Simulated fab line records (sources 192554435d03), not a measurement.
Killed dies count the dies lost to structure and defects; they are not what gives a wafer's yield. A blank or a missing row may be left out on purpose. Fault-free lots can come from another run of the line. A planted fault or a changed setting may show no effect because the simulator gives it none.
Chamber matching	flow n5Finfet	4 sister chambers for N5_BEOL_M1_STRIP_19 on rieDiel-06
The step strips in O2. 4 wafers are shown with their chamber, then 9 later ones without.

## WAFERS, EACH WITH ITS CHAMBER
wafer	chamber	drypumpMotorCurrentA (A)
L084.4	0	5.5
L088.1	1	5.3
L088.2	2	5.7
L088.3	3	6.8

## WAFERS WITH NO CHAMBER GIVEN
wafer	drypumpMotorCurrentA (A)
L090.1	5.5
L090.2	5.3
L090.5	5.7
L092.1	5.3
L092.3	5.7
L092.6	5.3
L096.1	6.8
L096.3	5.6
L096.5	5.7

## EACH ONE'S CHAMBER
wafer	from the rows above	in truth
L090.1	0	0
L090.2	1	1
L090.5	2	2
L092.1	1	1
L092.3	2	2
L092.6	1	1
L096.1	3	3
L096.3	can't be placed: 0 or 2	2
L096.5	2	2
Placed correctly: 8 of 9. Unplaceable from these rows: 1, with the true chamber sitting among the candidates in 1. Placed wrongly: 0.
How it was worked out, from the rows above alone: a wafer's distance from a chamber is the root of the sum, over the readings, of the square of ((its reading less the chamber's mean) divided by the reading's scatter). If the next closest chamber is less than 2 further off than the closest, the wafer can't be placed; otherwise it belongs to the closest. Each chamber's mean is taken over the wafers shown for it. The scatter: with one shown wafer a chamber, the root of the mean of the squares of how far each hidden wafer lies from its nearest shown one.
